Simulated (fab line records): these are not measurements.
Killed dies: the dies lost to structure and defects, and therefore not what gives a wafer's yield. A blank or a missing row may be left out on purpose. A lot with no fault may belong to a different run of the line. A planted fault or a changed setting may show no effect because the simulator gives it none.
Which tool is to blame? / flow n5_finfet / 9 lots, 26 wafers sampled, at 5 steps of a route of 1938

## WHAT EACH GAUGE READ, for each wafer
N5_BEOL_M4_RC_MEAS_101. Usual: DIBL_N 36.6 mV/V, standard deviation 1.7; DIBL_P 36.7 mV/V, standard deviation 2; IOFF_N 0.16 nA/um, standard deviation 0.033; IOFF_P 0.22 nA/um, standard deviation 0.04; ION_N 673 uA/um, standard deviation 12; ION_P 463 uA/um, standard deviation 7.9; SS_N 71.7 mV/dec, standard deviation 0.58; SS_P 73.3 mV/dec, standard deviation 0.64; VT_N 249 mV, standard deviation 3.3; VT_P -249 mV, standard deviation 3.1.
lot=L393; measured=day 8 08:48; on=prober-02; DIBL_N (mV/V)=37.4 36.6 35.1; DIBL_P (mV/V)=36.5 35.8 33.8; IOFF_N (nA/um)=0.15 0.14 0.12; IOFF_P (nA/um)=0.24 0.22 0.19; ION_N (uA/um)=659 675 660; ION_P (uA/um)=462 468 459; SS_N (mV/dec)=71.5 71.6 71.0; SS_P (mV/dec)=73.7 72.6 72.4; VT_N (mV)=254 251 260; VT_P (mV)=-248 -247 -251; flag=
lot=L396; measured=day 9 03:50; on=prober-02; DIBL_N (mV/V)=35.9 35.9 36.2; DIBL_P (mV/V)=36.8 37.5 36.7; IOFF_N (nA/um)=0.18 0.19 0.20; IOFF_P (nA/um)=0.22 0.24 0.24; ION_N (uA/um)=673 684 679; ION_P (uA/um)=455 461 458; SS_N (mV/dec)=71.8 72.5 72.3; SS_P (mV/dec)=72.9 73.3 73.2; VT_N (mV)=247 244 246; VT_P (mV)=-251 -250 -250; flag=
lot=L397; measured=day 9 14:52; on=prober-02; DIBL_N (mV/V)=36.4 35.3 37.1; DIBL_P (mV/V)=33.6 33.9 35.6; IOFF_N (nA/um)=0.15 0.13 0.15; IOFF_P (nA/um)=0.16 0.17 0.19; ION_N (uA/um)=659 662 655; ION_P (uA/um)=444 460 451; SS_N (mV/dec)=72.3 71.5 72.4; SS_P (mV/dec)=72.5 72.7 73.2; VT_N (mV)=252 254 253; VT_P (mV)=-255 -250 -251; flag=
lot=L400; measured=day 10 03:14; on=prober-02; DIBL_N (mV/V)=35.9 37.6; DIBL_P (mV/V)=36.2 37.4; IOFF_N (nA/um)=0.15 0.17; IOFF_P (nA/um)=0.24 0.25; ION_N (uA/um)=672 660; ION_P (uA/um)=473 458; SS_N (mV/dec)=72.1 71.8; SS_P (mV/dec)=73.4 73.1; VT_N (mV)=252 249; VT_P (mV)=-244 -246; flag=
lot=L402; measured=day 10 23:00; on=prober-01; DIBL_N (mV/V)=38.0 38.7 37.4; DIBL_P (mV/V)=36.8 37.3 36.1; IOFF_N (nA/um)=0.17 0.19 0.16; IOFF_P (nA/um)=0.23 0.25 0.23; ION_N (uA/um)=673 683 670; ION_P (uA/um)=459 459 462; SS_N (mV/dec)=72.2 72.0 71.8; SS_P (mV/dec)=73.5 74.0 73.5; VT_N (mV)=249 248 250; VT_P (mV)=-250 -247 -248; flag=
lot=L405; measured=day 11 07:52; on=prober-02; DIBL_N (mV/V)=37.6 35.9 37.7; DIBL_P (mV/V)=36.5 35.0 35.6; IOFF_N (nA/um)=0.17 0.15 0.17; IOFF_P (nA/um)=0.23 0.20 0.21; ION_N (uA/um)=677 673 662; ION_P (uA/um)=465 459 452; SS_N (mV/dec)=71.9 71.4 72.7; SS_P (mV/dec)=72.9 73.3 73.9; VT_N (mV)=248 249 248; VT_P (mV)=-250 -251 -250; flag=
lot=L404; measured=day 12 02:59; on=prober-01; DIBL_N (mV/V)=35.8 38.3 36.5; DIBL_P (mV/V)=36.1 39.4 37.3; IOFF_N (nA/um)=0.14 0.19 0.16; IOFF_P (nA/um)=0.21 0.27 0.23; ION_N (uA/um)=670 676 676; ION_P (uA/um)=464 463 465; SS_N (mV/dec)=71.4 71.7 71.3; SS_P (mV/dec)=72.9 73.5 73.4; VT_N (mV)=253 249 251; VT_P (mV)=-250 -248 -247; flag=
lot=L410; measured=day 13 14:06; on=prober-02; DIBL_N (mV/V)=38.3 37.6 36.4; DIBL_P (mV/V)=41.5 39.8 38.1; IOFF_N (nA/um)=0.21 0.18 0.16; IOFF_P (nA/um)=0.27 0.23 0.21; ION_N (uA/um)=694 677 669; ION_P (uA/um)=478 462 459; SS_N (mV/dec)=72.5 71.8 72.8; SS_P (mV/dec)=74.8 73.7 74.0; VT_N (mV)=247 251 252; VT_P (mV)=-251 -249 -251; flag=
lot=L411; measured=day 13 23:58; on=prober-02; DIBL_N (mV/V)=38.8 39.8 38.0; DIBL_P (mV/V)=39.4 39.9 37.9; IOFF_N (nA/um)=0.23 0.24 0.19; IOFF_P (nA/um)=0.33 0.33 0.29; ION_N (uA/um)=705 710 676; ION_P (uA/um)=492 487 473; SS_N (mV/dec)=72.3 71.7 71.3; SS_P (mV/dec)=74.1 73.6 73.4; VT_N (mV)=243 243 247; VT_P (mV)=-241 -240 -245; flag=

## EACH LOT AND THE TOOL THAT RAN IT (in order: tool; ch and the chambers of the sampled wafers; start)
lot=L393; N5_BEOL_M0_SAQP_SPACER2_ALD_26=ald_sin-01 ch 0,1,2, day 6 09:16; N5_BEOL_M0_SAQP_ETCH_49=rie_diel-06 ch 1,3, day 6 11:41; N5_BEOL_M0_CUTY_COAT_51=litho_track-05 ch 0, day 6 11:50; N5_BEOL_M0_CUTY_ETCH_62=rie_diel-03 ch 0,2,3, day 6 12:18
lot=L396; N5_BEOL_M0_SAQP_SPACER2_ALD_26=ald_sin-02 ch 0,1, day 7 03:56; N5_BEOL_M0_SAQP_ETCH_49=rie_diel-01 ch 1,2, day 7 05:57; N5_BEOL_M0_CUTY_COAT_51=litho_track-04 ch 0, day 7 06:06; N5_BEOL_M0_CUTY_ETCH_62=rie_diel-04 ch 1,2,3, day 7 06:32
lot=L397; N5_BEOL_M0_SAQP_SPACER2_ALD_26=ald_sin-03 ch 0,2, day 7 15:25; N5_BEOL_M0_SAQP_ETCH_49=rie_diel-02 ch 0,2,3, day 7 17:43; N5_BEOL_M0_CUTY_COAT_51=litho_track-04 ch 0, day 7 17:52; N5_BEOL_M0_CUTY_ETCH_62=rie_diel-05 ch 0,3, day 7 19:37
lot=L400; N5_BEOL_M0_SAQP_SPACER2_ALD_26=ald_sin-01 ch 1,2, day 8 01:17; N5_BEOL_M0_SAQP_ETCH_49=rie_diel-06 ch 0,3, day 8 03:58; N5_BEOL_M0_CUTY_COAT_51=litho_track-04 ch 0, day 8 04:07; N5_BEOL_M0_CUTY_ETCH_62=rie_diel-04 ch 2,3, day 8 05:07
lot=L402; N5_BEOL_M0_SAQP_SPACER2_ALD_26=ald_sin-01 ch 1,2,3, day 8 19:12; N5_BEOL_M0_SAQP_ETCH_49=rie_diel-06 ch 0,1,3, day 8 21:19; N5_BEOL_M0_CUTY_COAT_51=litho_track-04 ch 0, day 8 21:28; N5_BEOL_M0_CUTY_ETCH_62=rie_diel-03 ch 0,1,2, day 8 22:04
lot=L405; N5_BEOL_M0_SAQP_SPACER2_ALD_26=ald_sin-02 ch 1,2,3, day 9 07:16; N5_BEOL_M0_SAQP_ETCH_49=rie_diel-02 ch 0,2,3, day 9 09:22; N5_BEOL_M0_CUTY_COAT_51=litho_track-02 ch 0, day 9 09:31; N5_BEOL_M0_CUTY_ETCH_62=rie_diel-03 ch 0,1,3, day 9 10:03
lot=L404; N5_BEOL_M0_SAQP_SPACER2_ALD_26=ald_sin-03 ch 1,2,3, day 9 13:38; N5_BEOL_M0_SAQP_ETCH_49=rie_diel-02 ch 0,1,3, day 9 15:45; N5_BEOL_M0_CUTY_COAT_51=litho_track-05 ch 0, day 9 15:54; N5_BEOL_M0_CUTY_ETCH_62=rie_diel-05 ch 0,2, day 9 16:35
lot=L410; N5_BEOL_M0_SAQP_SPACER2_ALD_26=ald_sin-02 ch 0,1,3, day 10 16:20; N5_BEOL_M0_SAQP_ETCH_49=rie_diel-06 ch 0,2,3, day 10 18:32; N5_BEOL_M0_CUTY_COAT_51=litho_track-05 ch 0, day 10 18:41; N5_BEOL_M0_CUTY_ETCH_62=rie_diel-04 ch 0,3, day 10 19:09
lot=L411; N5_BEOL_M0_SAQP_SPACER2_ALD_26=ald_sin-01 ch 0,1,2, day 11 04:44; N5_BEOL_M0_SAQP_ETCH_49=rie_diel-01 ch 0,3, day 11 06:48; N5_BEOL_M0_CUTY_COAT_51=litho_track-02 ch 0, day 11 06:57; N5_BEOL_M0_CUTY_ETCH_62=rie_diel-05 ch 1,2,3, day 11 07:25
- N5_BEOL_M0_SAQP_SPACER2_ALD_26: deposits SiO2, target thk 15 nm, pulse time 1 s, purge time 2 s.
- N5_BEOL_M0_SAQP_ETCH_49: etches SiO2 in CF4/O2, target depth 37 nm.
- N5_BEOL_M0_CUTY_COAT_51: resist thk 150 nm.
- N5_BEOL_M0_CUTY_ETCH_62: etches SiARC in CF4, time 58.5 s.

## AS READ BY THE TOOLS THEMSELVES (means over the sampled wafers that have a number; for cases with no such wafer, the mark the record gives instead)
N5_BEOL_M0_SAQP_SPACER2_ALD_26. Usual: heater_power_w 485 W, standard deviation 60; precursor_pulse_height_rel 0.999, standard deviation 0.02.
lot=L393; tool=ald_sin-01; heater_power_w (W)=459; precursor_pulse_height_rel=1.020; flag=
lot=L396; tool=ald_sin-02; heater_power_w (W)=489; precursor_pulse_height_rel=1.008; flag=
lot=L397; tool=ald_sin-03; heater_power_w (W)=452; precursor_pulse_height_rel=0.987; flag=
lot=L400; tool=ald_sin-01; heater_power_w (W)=458; precursor_pulse_height_rel=1.018; flag=
lot=L402; tool=ald_sin-01; heater_power_w (W)=506; precursor_pulse_height_rel=1.017; flag=
lot=L405; tool=ald_sin-02; heater_power_w (W)=475; precursor_pulse_height_rel=0.984; flag=
lot=L404; tool=ald_sin-03; heater_power_w (W)=510; precursor_pulse_height_rel=1.007; flag=
lot=L410; tool=ald_sin-02; heater_power_w (W)=456; precursor_pulse_height_rel=0.997; flag=
lot=L411; tool=ald_sin-01; heater_power_w (W)=462; precursor_pulse_height_rel=1.009; flag=

N5_BEOL_M0_SAQP_ETCH_49. Usual: drypump_motor_current_A 5.51 A, standard deviation 0.26; oes_product_au 0.78 a.u., standard deviation 0.081; rf_vpp_V 241 V, standard deviation 5.3; showerhead_plenum_p_Torr 2.21 Torr, standard deviation 0.066; throttle_valve_pct 15.82 %, standard deviation 0.28.
lot=L393; tool=rie_diel-06; drypump_motor_current_A (A)=5.69; oes_product_au (a.u.)=0.82; rf_vpp_V (V)=244; showerhead_plenum_p_Torr (Torr)=2.28; throttle_valve_pct (%)=15.61; flag=
lot=L396; tool=rie_diel-01; drypump_motor_current_A (A)=5.64; oes_product_au (a.u.)=0.70; rf_vpp_V (V)=243; showerhead_plenum_p_Torr (Torr)=2.27; throttle_valve_pct (%)=16.17; flag=
lot=L397; tool=rie_diel-02; drypump_motor_current_A (A)=5.43; oes_product_au (a.u.)=0.76; rf_vpp_V (V)=244; showerhead_plenum_p_Torr (Torr)=2.19; throttle_valve_pct (%)=15.71; flag=
lot=L400; tool=rie_diel-06; drypump_motor_current_A (A)=5.83; oes_product_au (a.u.)=0.78; rf_vpp_V (V)=242; showerhead_plenum_p_Torr (Torr)=2.27; throttle_valve_pct (%)=15.81; flag=
lot=L402; tool=rie_diel-06; drypump_motor_current_A (A)=5.65; oes_product_au (a.u.)=0.75; rf_vpp_V (V)=241; showerhead_plenum_p_Torr (Torr)=2.24; throttle_valve_pct (%)=15.89; flag=
lot=L405; tool=rie_diel-02; drypump_motor_current_A (A)=5.43; oes_product_au (a.u.)=0.75; rf_vpp_V (V)=244; showerhead_plenum_p_Torr (Torr)=2.19; throttle_valve_pct (%)=15.73; flag=
lot=L404; tool=rie_diel-02; drypump_motor_current_A (A)=5.37; oes_product_au (a.u.)=0.75; rf_vpp_V (V)=243; showerhead_plenum_p_Torr (Torr)=2.16; throttle_valve_pct (%)=15.87; flag=
lot=L410; tool=rie_diel-06; drypump_motor_current_A (A)=5.67; oes_product_au (a.u.)=0.75; rf_vpp_V (V)=237; showerhead_plenum_p_Torr (Torr)=2.26; throttle_valve_pct (%)=15.81; flag=
lot=L411; tool=rie_diel-01; drypump_motor_current_A (A)=5.35; oes_product_au (a.u.)=0.77; rf_vpp_V (V)=234; showerhead_plenum_p_Torr (Torr)=2.15; throttle_valve_pct (%)=15.97; flag=

N5_BEOL_M0_CUTY_COAT_51. Usual: dispense_pressure_kPa 50 kPa, standard deviation 4.2; spin_speed_rpm 1500.1 rpm, standard deviation 1.1.
lot=L393; tool=litho_track-05; dispense_pressure_kPa (kPa)=43; spin_speed_rpm (rpm)=1499.5; flag=
lot=L396; tool=litho_track-04; dispense_pressure_kPa (kPa)=55; spin_speed_rpm (rpm)=1499.8; flag=
lot=L397; tool=litho_track-04; dispense_pressure_kPa (kPa)=55; spin_speed_rpm (rpm)=1500.0; flag=
lot=L400; tool=litho_track-04; dispense_pressure_kPa (kPa)=55; spin_speed_rpm (rpm)=1571.5; flag=OFF
lot=L402; tool=litho_track-04; dispense_pressure_kPa (kPa)=55; spin_speed_rpm (rpm)=1572.4; flag=OFF
lot=L405; tool=litho_track-02; dispense_pressure_kPa (kPa)=49; spin_speed_rpm (rpm)=1500.4; flag=
lot=L404; tool=litho_track-05; dispense_pressure_kPa (kPa)=43; spin_speed_rpm (rpm)=1499.7; flag=
lot=L410; tool=litho_track-05; dispense_pressure_kPa (kPa)=43; spin_speed_rpm (rpm)=1499.5; flag=
lot=L411; tool=litho_track-02; dispense_pressure_kPa (kPa)=49; spin_speed_rpm (rpm)=1501.5; flag=

N5_BEOL_M0_CUTY_ETCH_62. Usual: drypump_motor_current_A 5.9 A, standard deviation 0.45; etch_rf_on_time_s 58.5 s, standard deviation 1.2; oes_product_au 0.64 a.u., standard deviation 0.072; rf_vpp_V 183.9 V, standard deviation 1.1; showerhead_plenum_p_Torr 2.13 Torr, standard deviation 0.063; throttle_valve_pct 15.59 %, standard deviation 0.22.
lot=L393; tool=rie_diel-03; drypump_motor_current_A (A)=5.6; etch_rf_on_time_s (s)=58.1; oes_product_au (a.u.)=0.68; rf_vpp_V (V)=184.1; showerhead_plenum_p_Torr (Torr)=2.15; throttle_valve_pct (%)=15.77; flag=
lot=L396; tool=rie_diel-04; drypump_motor_current_A (A)=6.2; etch_rf_on_time_s (s)=58.1; oes_product_au (a.u.)=0.63; rf_vpp_V (V)=184.0; showerhead_plenum_p_Torr (Torr)=2.13; throttle_valve_pct (%)=15.56; flag=
lot=L397; tool=rie_diel-05; drypump_motor_current_A (A)=6.1; etch_rf_on_time_s (s)=59.7; oes_product_au (a.u.)=0.59; rf_vpp_V (V)=184.0; showerhead_plenum_p_Torr (Torr)=2.14; throttle_valve_pct (%)=15.49; flag=
lot=L400; tool=rie_diel-04; drypump_motor_current_A (A)=6.2; etch_rf_on_time_s (s)=58.4; oes_product_au (a.u.)=0.64; rf_vpp_V (V)=184.1; showerhead_plenum_p_Torr (Torr)=2.09; throttle_valve_pct (%)=15.64; flag=
lot=L402; tool=rie_diel-03; drypump_motor_current_A (A)=6.0; etch_rf_on_time_s (s)=57.6; oes_product_au (a.u.)=0.65; rf_vpp_V (V)=184.7; showerhead_plenum_p_Torr (Torr)=2.14; throttle_valve_pct (%)=15.71; flag=
lot=L405; tool=rie_diel-03; drypump_motor_current_A (A)=5.8; etch_rf_on_time_s (s)=57.4; oes_product_au (a.u.)=0.69; rf_vpp_V (V)=183.2; showerhead_plenum_p_Torr (Torr)=2.11; throttle_valve_pct (%)=15.56; flag=
lot=L404; tool=rie_diel-05; drypump_motor_current_A (A)=5.9; etch_rf_on_time_s (s)=58.0; oes_product_au (a.u.)=0.58; rf_vpp_V (V)=182.3; showerhead_plenum_p_Torr (Torr)=2.02; throttle_valve_pct (%)=15.67; flag=
lot=L410; tool=rie_diel-04; drypump_motor_current_A (A)=6.3; etch_rf_on_time_s (s)=60.0; oes_product_au (a.u.)=0.63; rf_vpp_V (V)=183.5; showerhead_plenum_p_Torr (Torr)=2.11; throttle_valve_pct (%)=15.44; flag=
lot=L411; tool=rie_diel-05; drypump_motor_current_A (A)=5.7; etch_rf_on_time_s (s)=58.1; oes_product_au (a.u.)=0.67; rf_vpp_V (V)=185.0; showerhead_plenum_p_Torr (Torr)=2.20; throttle_valve_pct (%)=15.48; flag=

## THE ANSWER, worked out from the rows above alone
Rule: a lot counts as off when the mean over its wafers that have a number is more than 3 standard deviations away from the usual mean. Also off: a lot with no number at a reading for which 4 or more lots have one. Where the step has rows for the other lots, those lots are counted as sound. The gauges are gone through in route order, then the tools' own readings, and for those a lot's mean is taken as printed above. At the first step where some lot is off, the reading lying furthest off is the one used; lots without a number count as furthest.
Off, at N5_BEOL_M0_CUTY_COAT_51 on spin_speed_rpm: L400, L402.
If a tool, at that step or one of the process steps before it, ran each lot that is off and ran no sound lot following the first of them, it fits. One fits: litho_track-04 at N5_BEOL_M0_CUTY_COAT_51. A fault onset in the window from L397 (day 7 17:52, its last sound lot) to L400 (day 8 04:07, its first lot off) fits.
The tool's own readings at N5_BEOL_M0_CUTY_COAT_51 bear it out: on the lots that are off they differ by more than 5 times the standard deviation of the sound lots' means. spin_speed_rpm reads 1572.0 rpm there against 1500.1 rpm on the sound lots.

## WHAT HAD BEEN PUT IN BY THE SIMULATOR
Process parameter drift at N5_BEOL_M0_CUTY_COAT_51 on litho_track-04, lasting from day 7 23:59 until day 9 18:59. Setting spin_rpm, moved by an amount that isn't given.
Struck lots among those shown: L400, L402. This agrees with what the rule above found.
